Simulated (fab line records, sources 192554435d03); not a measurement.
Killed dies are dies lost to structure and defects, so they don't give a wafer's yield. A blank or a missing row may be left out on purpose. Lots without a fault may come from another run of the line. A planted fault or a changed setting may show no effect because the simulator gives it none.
fab line records | flow n5_finfet
record lots=6 wafers=16 last_day=18
route steps=1938 shown BEOL_M15@1783 PASSIVATION@1936
lots that met no fault: from a run of the same line without faults
start_h: hours from the record's first day to the start of the lot's first wafer shown | wait_h: hours since the lot's step before | " the same as in the row above | L1.1+2: a row that stands for several wafers | - no value, or no start given | * or withheld: withheld | < > ~ a bound
route shown NAME@n: a module of which the file shows steps, and the number in the route of the first | usual: mean/standard deviation of fault-free wafers | same: alike in all rows | chamber/n: place in a boat | sites: the reading at each site | _std_site: their standard deviation | _edge_site: outer sites' mean less inner sites' | radius_mm: how far each site lies from the wafer's centre | mask NAME#n: copy n | behind: the tool/chamber that last shaped the wafer | hold: why the lot was held/for how many hours/how that ended | device: the transistor (n, p or np) that didn't switch | end of line: the same wafers' tests at the end of the route | a step without rows: its recipe alone | killed: dies lost to structure and defects at the first sort, not the wafer's yield | map: a wafer's dies, x killed, . not, _ none there
set.NAME: the setting as run; set.NAME@STEP: as run at that earlier step | model.NAME: the simulator's own value behind a step, which no gauge read
lots at some steps of the route; a table a step, a row a wafer
services: from which hour (start_h, from the record's first day; less than 0 if before it) a tool's chamber was out of use, for how many hours, and why
## steps
# step N5_BEOL_M15_CD_MEAS_10
# recipe target_cd_nm=360 landing_energy_ev=500 detector=se_inlens polarity=opening
# usual cd_nm=360.4/1.2
# columns lot.wafer tool chamber start_h wait_h cd_nm
L562.2 cd_sem-01 0 299.06 - 359.0
L562.3 " 0 " " 360.4
L562.4 " 0 " " 360.5
L561.1 cd_sem-01 0 308.10 - 358.5
L561.2 " 0 " " 358.8
L561.6 " 0 " " 358.7
L563.1 cd_sem-03 0 312.80 - 361.0
L563.3 " 0 " " 361.5
L563.6 " 0 " " 362.6
L572.2 cd_sem-02 0 376.44 - 360.9
L572.3 " 0 " " 360.5
L571.2 cd_sem-03 0 377.65 - 361.3
L571.3 " 0 " " 361.2
L575.1 cd_sem-03 0 410.50 - 359.7
L575.3 " 0 " " 359.0
L575.6 " 0 " " 360.7
# step N5_BEOL_M15_OVL_MEAS_11
# recipe points_per_wafer=44
# usual V14_OVL=3/4.9
# columns lot.wafer tool chamber start_h wait_h V14_OVL[nm]
L562.2 overlay-02 0 299.09 0.0 14
L562.3 " 0 " " 15
L562.4 " 0 " " 16
L561.1 overlay-01 0 308.13 0.0 1
L561.2 " 0 " " -5
L561.6 " 0 " " 3
L563.1 overlay-01 0 312.83 0.0 -2
L563.3 " 0 " " -1
L563.6 " 0 " " 4
L572.2 overlay-02 0 376.47 0.0 -2
L572.3 " 0 " " -8
L571.2 overlay-02 0 377.68 0.0 7
L571.3 " 0 " " 3
L575.1 overlay-02 0 410.53 0.0 3
L575.3 " 0 " " 1
L575.6 " 0 " " -1
# step N5_BEOL_M15_INSPECT_12
# recipe mode=adi inspect_instrument=macro
# usual raw_defect_count=2.0/1.4
# columns lot.wafer tool chamber start_h wait_h raw_defect_count
L562.2 defect_inspect-02 - 299.11 0.0 2
L562.3 " - " " 0
L562.4 " - " " 3
L561.1 defect_inspect-02 - 308.15 0.0 1
L561.2 " - " " 2
L561.6 " - " " 1
L563.1 defect_inspect-02 - 312.85 0.0 2
L563.3 " - " " 5
L563.6 " - " " 1
L572.2 defect_inspect-01 - 376.49 0.0 3
L572.3 " - " " 2
L571.2 defect_inspect-02 - 377.70 0.0 3
L571.3 " - " " 0
L575.1 defect_inspect-01 - 410.56 0.0 4
L575.3 " - " " 1
L575.6 " - " " 2
# step N5_BEOL_M15_DESCUM_15
# recipe chemistry=O2 time_s=7.9 source_power_w=50 bias_power_w=20 pressure_mtorr=20 rf_frequency_hz=2.712e+07 temp_c=40 o2_flow_sccm=225
# usual drypump_motor_current_A=5.9/0.35 oes_product_au=0.80/0.083 rf_vpp_V=243.3/1 showerhead_plenum_p_Torr=2.10/0.04 throttle_valve_pct=20.42/0.24
# columns lot.wafer tool chamber start_h wait_h drypump_motor_current_A oes_product_au rf_hours_counter_h rf_vpp_V showerhead_plenum_p_Torr throttle_valve_pct
L562.2 rie_diel-01 3 299.29 0.2 5.8 0.76 153 241.3 2.00 20.72
L562.3 " 0 " " 6.4 0.90 27 243.2 2.14 20.02
L562.4 " 1 " " 5.9 0.92 - 243.9 2.05 20.12
L561.1 rie_diel-05 2 308.19 0.0 5.5 0.78 101 244.5 2.11 20.46
L561.2 " 1 " " 5.9 0.83 75 243.3 2.11 20.09
L561.6 " 2 " " 5.5 0.78 - 243.8 2.11 20.43
L563.1 rie_diel-02 2 313.14 0.3 6.3 0.87 48 244.2 2.12 20.48
L563.3 " 1 " " 6.3 0.70 216 241.5 2.06 20.69
L563.6 " 0 " " 5.4 0.76 - 242.7 2.09 20.38
L572.2 rie_diel-02 2 376.56 0.1 6.3 0.85 65 245.1 2.12 20.51
L572.3 " 0 " " 5.4 0.76 140 243.2 2.09 20.41
L571.2 rie_diel-01 3 377.74 0.0 5.8 0.74 177 243.9 2.00 20.75
L571.3 " 2 " " 5.5 0.94 20 243.9 2.14 20.44
L575.1 rie_diel-05 3 410.59 0.0 6.0 0.88 28 244.5 2.14 20.15
L575.3 " 0 " " 6.1 0.79 106 243.2 2.11 20.68
L575.6 " 0 " " 6.1 0.80 - 242.7 2.11 20.66
# step N5_BEOL_M15_ETCH_59
# recipe chemistry=N2/H2 target=BARC target_depth_a=890 overetch_a=267 time_s=67.9 ion_energy_ev=200 pressure_mtorr=30 source_w=840 bias_w=150 n2_flow_sccm=200 h2_flow_sccm=200
# usual drypump_motor_current_A=5.9/0.35 oes_product_au=0.68/0.07 rf_vpp_V=524.2/1.4 showerhead_plenum_p_Torr=2.55/0.045 throttle_valve_pct=17.88/0.28
# columns lot.wafer tool chamber start_h wait_h drypump_motor_current_A oes_product_au rf_hours_counter_h rf_vpp_V showerhead_plenum_p_Torr throttle_valve_pct
L562.2 rie_diel-01 3 299.32 0.0 5.8 0.65 153 521.5 2.44 18.19
L562.3 " 0 " " 6.3 0.77 27 526.4 2.59 17.40
L562.4 " 1 " " 5.9 0.79 - 521.8 2.50 17.53
L561.1 rie_diel-05 2 308.22 0.0 5.5 0.66 101 524.8 2.57 17.86
L561.2 " 1 " " 5.9 0.72 75 525.5 2.57 17.51
L561.6 " 2 " " 5.5 0.67 - 524.8 2.57 17.83
L563.1 rie_diel-02 2 313.17 0.0 6.3 0.75 48 524.8 2.58 17.80
L563.3 " 1 " " 6.3 0.60 216 523.5 2.52 18.32
L563.6 " 0 " " 5.4 0.65 - 524.4 2.56 17.92
L572.2 rie_diel-02 2 376.60 0.0 6.3 0.72 65 525.6 2.57 17.85
L572.3 " 0 " " 5.4 0.63 140 523.2 2.55 17.94
L571.2 rie_diel-01 3 377.77 0.0 5.8 0.63 177 521.8 2.43 18.24
L571.3 " 2 " " 5.5 0.80 20 524.8 2.60 17.87
L575.1 rie_diel-05 3 410.63 0.0 6.0 0.75 28 524.7 2.60 17.61
L575.3 " 0 " " 6.0 0.68 106 524.6 2.56 18.09
L575.6 " 0 " " 6.0 0.67 - 525.1 2.56 18.10
# step N5_BEOL_M15_VIA_ETCH_16
# recipe chemistry=C4F8/O2/Ar target=SiO2 he_inner_torr=15 he_outer_torr=30 target_depth_a=17922 time_s=withheld ion_energy_ev=800 pressure_mtorr=20 source_w=1905 bias_w=2040 Ar_flow_sccm=400 C4F8_flow_sccm=16 O2_flow_sccm=12 ends=cleared
# usual drypump_motor_current_A=5.9/0.35 oes_product_au=0.72/0.075 rf_vpp_V=2225/16 showerhead_plenum_p_Torr=3.45/0.059 throttle_valve_pct=30.89/0.24
# columns lot.wafer tool chamber start_h wait_h drypump_motor_current_A oes_product_au rf_vpp_V showerhead_plenum_p_Torr throttle_valve_pct
L562.2 rie_diel-01 3 299.37 0.0 5.8 0.68 2226 3.30 31.13
L562.3 " 0 " " 6.4 0.81 2242 3.50 30.44
L562.4 " 1 " " 5.9 0.83 2202 3.38 30.67
L561.1 rie_diel-05 2 308.27 0.0 5.5 0.70 2248 3.46 30.85
L561.2 " 1 " " 5.9 0.76 2221 3.48 30.55
L561.6 " 2 " " 5.5 0.70 2248 3.46 30.84
L563.1 rie_diel-02 2 313.22 0.0 6.3 0.79 2225 3.49 31.06
L563.3 " 1 " " 6.3 0.64 2226 3.40 31.21
L563.6 " 0 " " 5.4 0.69 2203 3.45 30.91
L572.2 rie_diel-02 2 376.65 0.0 6.3 0.77 2223 3.48 31.05
L572.3 " 0 " " 5.4 0.67 2200 3.44 30.92
L571.2 rie_diel-01 3 377.82 0.0 5.8 0.67 2226 3.29 31.16
L571.3 " 2 " " 5.5 0.84 2257 3.50 30.83
L575.1 rie_diel-05 3 410.68 0.0 6.0 0.79 2233 3.51 30.65
L575.3 " 0 " " 6.1 0.73 2210 3.46 31.16
L575.6 " 0 " " 6.1 0.73 2209 3.46 31.15
# step N5_BEOL_M15_STRIP_63
# recipe chemistry=O2 power_w=600 temp_c=60 pressure_mtorr=30 rf_frequency_hz=6e+07 bias_power_w=0 overash_fraction=0.3 o2_flow_sccm=225
# usual drypump_motor_current_A=5.9/0.35 oes_product_au=0.80/0.085 rf_vpp_V=3.7/0.7 showerhead_plenum_p_Torr=2.10/0.04 throttle_valve_pct=16.66/0.24
# columns lot.wafer tool chamber start_h wait_h drypump_motor_current_A oes_product_au rf_hours_counter_h rf_vpp_V showerhead_plenum_p_Torr throttle_valve_pct
L562.2 rie_diel-01 3 - - 5.8 0.75 153 4.4 2.01 16.93
L562.3 " 0 " " 6.3 0.91 27 3.4 2.14 16.24
L562.4 " 1 " " 5.9 0.94 - 3.2 2.05 16.30
L561.1 rie_diel-05 2 - - 5.5 0.78 101 3.2 2.12 16.66
L561.2 " 1 " " 5.8 0.83 75 2.8 2.12 16.34
L561.6 " 2 " " 5.5 0.79 - 3.0 2.12 16.61
L563.1 rie_diel-02 2 - - 6.3 0.87 48 4.3 2.13 16.72
L563.3 " 1 " " 6.3 0.70 216 3.6 2.07 16.97
L563.6 " 0 " " 5.4 0.77 - 3.8 2.10 16.63
L572.2 rie_diel-02 2 - - 6.3 0.86 65 3.0 2.12 16.74
L572.3 " 0 " " 5.4 0.73 140 3.4 2.09 16.68
L571.2 rie_diel-01 3 - - 5.8 0.73 177 5.2 2.00 16.99
L571.3 " 2 " " 5.5 0.94 20 4.7 2.15 16.63
L575.1 rie_diel-05 3 - - 6.0 0.88 28 3.1 2.15 16.38
L575.3 " 0 " " 6.1 0.80 106 4.3 2.12 16.88
L575.6 " 0 " " 6.1 0.79 - 3.6 2.12 16.91
# step N5_BEOL_M15_STRIP_64
# recipe chemistry=O2 power_w=600 temp_c=60 pressure_mtorr=30 rf_frequency_hz=6e+07 bias_power_w=0 overash_fraction=0.3 o2_flow_sccm=225
# usual drypump_motor_current_A=5.9/0.35 oes_product_au=0.80/0.084 rf_vpp_V=3.7/0.5 showerhead_plenum_p_Torr=2.10/0.04 throttle_valve_pct=16.66/0.24
# columns lot.wafer tool chamber start_h wait_h drypump_motor_current_A oes_product_au rf_hours_counter_h rf_vpp_V showerhead_plenum_p_Torr throttle_valve_pct
L562.2 rie_diel-01 3 - - 5.8 0.76 153 3.9 2.01 16.95
L562.3 " 0 " " 6.3 0.92 27 4.3 2.14 16.23
L562.4 " 1 " " 5.9 0.93 - 3.5 2.05 16.34
L561.1 rie_diel-05 2 - - 5.5 0.78 101 3.7 2.12 16.65
L561.2 " 1 " " 5.9 0.83 75 3.7 2.12 16.35
L561.6 " 2 " " 5.5 0.78 - 2.9 2.12 16.64
L563.1 rie_diel-02 2 - - 6.3 0.88 48 3.1 2.13 16.72
L563.3 " 1 " " 6.3 0.71 216 3.6 2.07 16.97
L563.6 " 0 " " 5.4 0.77 - 3.1 2.10 16.63
L572.2 rie_diel-02 2 - - 6.3 0.86 65 4.1 2.12 16.74
L572.3 " 0 " " 5.4 0.75 140 4.3 2.09 16.66
L571.2 rie_diel-01 3 - - 5.8 0.74 177 3.5 2.00 16.99
L571.3 " 2 " " 5.5 0.93 20 3.6 2.15 16.62
L575.1 rie_diel-05 3 - - 6.0 0.88 28 3.9 2.15 16.37
L575.3 " 0 " " 6.1 0.80 106 3.5 2.12 16.87
L575.6 " 0 " " 6.0 0.78 - 4.1 2.12 16.88
# step N5_BEOL_M15_STRIP_65
# recipe chemistry=post_etch_residue_remover time_s=60 temp_c=25 remover_ph=withheld remover_water_wt_pct=withheld remover_fluoride_wt_pct=withheld
# step N5_BEOL_M15_SRD_66
# recipe time_s=30 temp_c=23 rinse_liquid=diw dry=n2_spin spin_rpm=1500 dry_time_s=30
# step N5_BEOL_M15_CD_MEAS_17
# recipe target_cd_nm=360 polarity=opening
# usual cd_nm=361.6/1.4
# columns lot.wafer tool chamber start_h wait_h cd_nm
L562.2 cd_sem-01 - 299.79 0.0 359.4
L562.3 " - " " 361.9
L562.4 " - " " 362.0
L561.1 cd_sem-01 - 308.68 0.0 359.0
L561.2 " - " " 360.1
L561.6 " - " " 358.8
L563.1 cd_sem-02 - 313.67 0.0 363.1
L563.3 " - " " 363.3
L563.6 " - " " 364.7
L572.2 cd_sem-03 - 377.06 0.0 360.5
L572.3 " - " " 361.4
L571.2 cd_sem-01 - 378.23 0.0 360.6
L571.3 " - " " 360.5
L575.1 cd_sem-03 - 411.09 0.0 359.2
L575.3 " - " " 359.9
L575.6 " - " " 361.0
# step N5_BEOL_M15_COAT_56
# recipe resist=SOC temp_c=250 time_s=60 spin_rpm=1500 resist_thk_nm=550
# step N5_BEOL_M15_ETCH_57
# recipe chemistry=N2/H2 target=SOC source_w=3000 bias_w=350 time_s=750 ion_energy_ev=200 pressure_mtorr=30 n2_flow_sccm=200 h2_flow_sccm=200
# usual drypump_motor_current_A=5.9/0.32 oes_product_au=0.82/0.087 rf_vpp_V=524.1/1.8 showerhead_plenum_p_Torr=2.55/0.052 throttle_valve_pct=17.73/0.29
# columns lot.wafer tool chamber start_h wait_h drypump_motor_current_A oes_product_au rf_hours_counter_h rf_vpp_V showerhead_plenum_p_Torr throttle_valve_pct
L562.2 rie_diel-02 1 299.89 - 6.4 0.71 213 521.8 2.52 18.17
L562.3 " 2 " " 6.3 0.89 45 525.3 2.58 17.69
L562.4 " 0 " " 5.4 0.77 118 524.0 2.56 17.79
L561.1 rie_diel-05 1 308.78 - 5.9 0.82 75 524.8 2.57 17.38
L561.2 " 3 " " 6.0 0.93 4 525.3 2.62 17.46
L561.6 " 1 " " 5.9 0.82 - 523.9 2.57 17.37
L563.1 rie_diel-01 2 313.82 - 5.5 1.00 1 524.7 2.61 17.73
L563.3 " 3 " " 5.8 0.75 159 520.8 2.44 18.09
L563.6 " 1 " " 5.9 0.91 - 523.6 2.49 17.46
L572.2 rie_diel-01 0 377.16 - 6.3 0.87 47 526.2 2.58 17.32
L572.3 " 1 " " 5.9 1.25 38 521.5 2.49 17.48
L571.2 rie_diel-01 2 378.33 - 5.5 0.95 20 525.0 2.60 17.75
L571.3 " 0 " " 6.3 1.24 48 525.0 2.58 17.33
L575.1 rie_diel-02 1 411.21 - 6.4 0.68 249 522.1 2.50 18.24
L575.3 " 0 " " 5.5 0.73 154 525.0 2.55 17.86
L575.6 " 0 " " 5.5 0.74 - 523.9 2.55 17.87
# step N5_BEOL_M15_COAT_60
# recipe resist=BARC temp_c=205 time_s=60 spin_rpm=1500 resist_thk_nm=89
# step N5_PASSIVATION_PROBE_49
# usual defect_limited_yield=91.4/1.6 killed_at_M0_to_M3=34/12 killed_at_M4_up=13/5.2 killed_at_contacts=11/5.5 killed_at_front_end=40/13 killed_at_other=3.4/2.7 killed_dies=102/19 killed_open=66/15 killed_short=33/7.9 sort_bin_5_function=5.1/1.1 sort_bin_6_memory=3.2/0.7 sort_n_pass=1078/19 sort_yield_pct=91.4/1.6
# same gross_dies=1180 killed_at_back_side=0 sort_bin_4_leakage[%]=0 sort_bin_8_speed[%]=0
# columns lot.wafer tool chamber start_h wait_h defect_limited_yield[%] killed_at_M0_to_M3 killed_at_M4_up killed_at_contacts killed_at_front_end killed_at_other killed_dies killed_open killed_short sort_bin_5_function[%] sort_bin_6_memory[%] sort_n_pass sort_yield_pct[%]
L562.2 prober-02 - 321.72 0.1 91.8 33 7 8 46 3 97 72 24 5.4 2.7 1083 91.8
L562.3 prober-02 - 321.77 0.1 90.8 29 19 20 36 4 108 70 37 4.8 3.8 1072 90.8
L562.4 prober-02 - 321.82 0.2 91.6 32 6 9 45 7 99 70 28 4.8 3.0 1081 91.6
L561.1 prober-02 - 328.00 0.0 91.3 43 9 6 44 1 103 73 29 4.8 3.5 1077 91.3
L561.2 prober-02 - 328.05 0.1 93.1 26 5 9 41 0 81 51 29 4.2 2.5 1099 93.1
L561.6 prober-02 - 328.25 0.3 92.9 36 11 13 22 2 84 53 31 4.2 2.5 1096 92.9
L563.1 prober-02 - 341.60 0.0 89.7 54 16 13 35 4 122 77 41 6.2 3.6 1058 89.7
L563.3 prober-02 - 341.70 0.1 89.2 66 13 15 33 1 128 84 44 6.7 3.6 1052 89.2
L563.6 prober-02 - 341.85 0.3 90.3 34 17 22 37 4 114 78 35 5.4 3.9 1066 90.3
L571.2 prober-02 - 398.32 0.1 89.1 44 17 8 60 0 129 90 38 6.7 4.2 1051 89.1
L571.3 prober-02 - 398.37 0.1 89.3 60 15 12 37 2 126 78 44 6.8 3.2 1054 89.3
L572.2 prober-01 - 400.66 0.1 90.2 32 10 18 52 4 116 81 35 5.3 4.2 1064 90.2
L572.3 prober-01 - 400.71 0.1 93.4 32 8 4 34 0 78 52 24 4.1 2.2 1102 93.4
L575.1 prober-01 - 431.08 0.0 91.8 37 14 13 27 6 97 51 44 4.5 3.1 1083 91.8
L575.3 prober-01 - 431.18 0.1 90.3 41 21 7 38 8 115 78 36 5.7 3.8 1065 90.3
L575.6 prober-01 - 431.33 0.3 91.8 39 13 14 29 2 97 58 36 4.7 3.1 1083 91.8
# killed by level:class
L562.2 STI_FIN_REVEAL:geometric_particle:open=12 FIN_SAQP:geometric_particle:open=9 BEOL_M0_SAQP:geometric_particle:open=8 BEOL_M2:geometric_particle:open=8 MOL_CONTACT_COAG:geometric_particle:open=7 BEOL_M0:geometric_particle:open=5 FIN_SAQP:geometric_particle:short=4 ILD0:geometric_particle:short=4
L562.3 MOL_CONTACT_COAG:geometric_particle:open=17 BEOL_M0_SAQP:geometric_particle:short=12 BEOL_M0_SAQP:geometric_particle:open=10 BEOL_M4:geometric_particle:open=8 FIN_SAQP:geometric_particle:open=7 STI_FIN_REVEAL:geometric_particle:open=6 ILD0:geometric_particle:open=5 FIN_SAQP:geometric_particle:short=4
L562.4 STI_FIN_REVEAL:geometric_particle:open=20 BEOL_M0_SAQP:geometric_particle:open=9 MOL_CONTACT_COAG:geometric_particle:open=8 BEOL_M0_SAQP:geometric_particle:short=8 BEOL_M2:geometric_particle:open=7 STARTING-WAFER:geometric_particle:open=6 FIN_SAQP:geometric_particle:short=5 FIN_SAQP:geometric_particle:open=5
L561.1 FIN_SAQP:geometric_particle:short=15 BEOL_M2:geometric_particle:open=12 STI_FIN_REVEAL:geometric_particle:open=10 BEOL_M1:geometric_particle:open=9 BEOL_M3:geometric_particle:open=8 GATE_CUT:geometric_particle:open=6 MOL_CONTACT_COAG:geometric_particle:open=6 BEOL_M0_SAQP:geometric_particle:short=6
L561.2 FIN_SAQP:geometric_particle:open=12 STI_FIN_REVEAL:geometric_particle:open=10 BEOL_M1:geometric_particle:open=9 FIN_SAQP:geometric_particle:short=8 MOL_CONTACT_COAG:geometric_particle:open=6 MOL_CONTACT_COAG:geometric_particle:short=3 BEOL_M0_SAQP:geometric_particle:short=3 BEOL_M3:geometric_particle:open=3
L561.6 BEOL_M0_SAQP:geometric_particle:open=9 MOL_CONTACT_COAG:geometric_particle:open=8 BEOL_M0_SAQP:geometric_particle:short=8 FIN_SAQP:geometric_particle:open=6 STI_FIN_REVEAL:geometric_particle:open=5 MOL_CONTACT_COAG:geometric_particle:short=5 BEOL_M2:geometric_particle:open=5 BEOL_M4:geometric_particle:open=5
L563.1 BEOL_M2:geometric_particle:open=19 BEOL_M0_SAQP:geometric_particle:short=13 MOL_CONTACT_COAG:geometric_particle:open=11 BEOL_M0_SAQP:geometric_particle:open=10 FIN_SAQP:geometric_particle:short=9 BEOL_M4:geometric_particle:open=9 FIN_SAQP:geometric_particle:open=5 STARTING-WAFER:geometric_particle:short=5
L563.3 BEOL_M0_SAQP:geometric_particle:short=20 BEOL_M2:geometric_particle:open=20 BEOL_M0_SAQP:geometric_particle:open=16 MOL_CONTACT_COAG:geometric_particle:open=15 FIN_SAQP:geometric_particle:short=10 BEOL_M4:geometric_particle:open=8 STI_FIN_REVEAL:geometric_particle:open=6 BEOL_M3:geometric_particle:open=5
L563.6 MOL_CONTACT_COAG:geometric_particle:open=18 BEOL_M0_SAQP:geometric_particle:open=12 FIN_SAQP:geometric_particle:open=10 BEOL_M4:geometric_particle:open=10 BEOL_M3:geometric_particle:open=9 BEOL_M0_SAQP:geometric_particle:short=7 FIN_SAQP:geometric_particle:short=5 GATE_CUT:geometric_particle:open=5
L571.2 STI_FIN_REVEAL:geometric_particle:open=23 BEOL_M0_SAQP:geometric_particle:short=11 BEOL_M1:geometric_particle:open=11 BEOL_M4:geometric_particle:open=9 BEOL_M0_SAQP:geometric_particle:open=9 STI_FIN_REVEAL:geometric_particle:short=7 FIN_SAQP:geometric_particle:short=6 DUMMY_GATE:geometric_particle:open=6
L571.3 BEOL_M0_SAQP:geometric_particle:open=18 BEOL_M0_SAQP:geometric_particle:short=17 STI_FIN_REVEAL:geometric_particle:open=11 MOL_CONTACT_COAG:geometric_particle:open=11 BEOL_M2:geometric_particle:open=8 DUMMY_GATE:geometric_particle:open=7 BEOL_M4:geometric_particle:open=7 GATE_CUT:geometric_particle:short=6
L572.2 FIN_SAQP:geometric_particle:open=16 FIN_SAQP:geometric_particle:short=15 MOL_CONTACT_COAG:geometric_particle:open=14 BEOL_M2:geometric_particle:open=11 STI_FIN_REVEAL:geometric_particle:open=8 BEOL_M0_SAQP:geometric_particle:short=7 GATE_CUT:geometric_particle:open=5 BEOL_M0_SAQP:geometric_particle:open=5
L572.3 BEOL_M2:geometric_particle:open=12 FIN_SAQP:geometric_particle:short=9 BEOL_M1:geometric_particle:open=9 FIN_SAQP:geometric_particle:open=8 STI_FIN_REVEAL:geometric_particle:open=6 BEOL_M3:geometric_particle:open=4 STI_FIN_REVEAL:geometric_particle:short=3 MOL_CONTACT_COAG:geometric_particle:open=3
L575.1 BEOL_M0_SAQP:geometric_particle:short=10 BEOL_M0_SAQP:geometric_particle:open=10 MOL_CONTACT_COAG:geometric_particle:open=9 FIN_SAQP:geometric_particle:short=8 BEOL_M3:geometric_particle:open=7 FIN_SAQP:geometric_particle:open=5 ILD0:geometric_particle:short=4 MOL_CONTACT_COAG:geometric_particle:short=4
L575.3 BEOL_M0_SAQP:geometric_particle:open=16 BEOL_M0_SAQP:geometric_particle:short=11 STI_FIN_REVEAL:geometric_particle:open=10 MOL_CONTACT_COAG:geometric_particle:open=7 BEOL_M4:geometric_particle:open=7 GATE_CUT:geometric_particle:short=6 BEOL_M2:geometric_particle:open=5 FIN_SAQP:geometric_particle:short=4
L575.6 BEOL_M0_SAQP:geometric_particle:open=14 MOL_CONTACT_COAG:geometric_particle:open=10 BEOL_M0_SAQP:geometric_particle:short=10 GATE_CUT:geometric_particle:short=8 BEOL_M3:geometric_particle:open=7 MOL_CONTACT_COAG:geometric_particle:short=4 DUMMY_GATE:geometric_particle:open=3 ILD0:geometric_particle:short=3
## services
# columns tool chamber start_h hours kind
rie_diel-02 - 275.29 0.6 repair
rie_diel-05 3 281.88 - clean
rie_diel-05 3 281.88 - consumable_replace:focus_ring
rie_diel-05 3 281.88 15.8 scheduled_down
rie_diel-05 3 281.88 15.8 vent_cycle
rie_diel-01 2 290.98 - clean
rie_diel-01 2 290.98 - consumable_replace:focus_ring
rie_diel-01 2 290.98 20.7 scheduled_down
rie_diel-01 2 290.98 20.7 vent_cycle
rie_diel-02 - 303.01 0.5 repair
rie_diel-01 0 311.36 5.4 repair
rie_diel-01 - 338.55 0.3 repair
rie_diel-02 2 361.69 4.1 repair
rie_diel-05 - 374.94 0.4 repair
rie_diel-02 3 376.49 1.6 repair
rie_diel-01 1 377.45 5.0 repair
rie_diel-01 3 382.03 6.1 repair
rie_diel-05 - 385.19 14.6 pm
rie_diel-02 3 395.22 12.3 repair
rie_diel-01 2 400.15 2.8 repair
rie_diel-01 - 402.16 1.0 repair
## key
first_sign step=N5_BEOL_M15_ETCH_57 reading=oes_product_au direction=up sigmas=4.9 usual=0.82 struck=1.24
effect none on later readings
met_at N5_BEOL_M15_ETCH_57
struck_wafers L571.3,L572.3
onset_between 313.82 377.16
fault kind=process_parameter_drift tool=rie_diel-01 chamber=- onset_h=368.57 steps=N5_BEOL_M15_ETCH_57 channel=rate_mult offset=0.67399 shape=step end_h=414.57 scope=struck_wafers_only
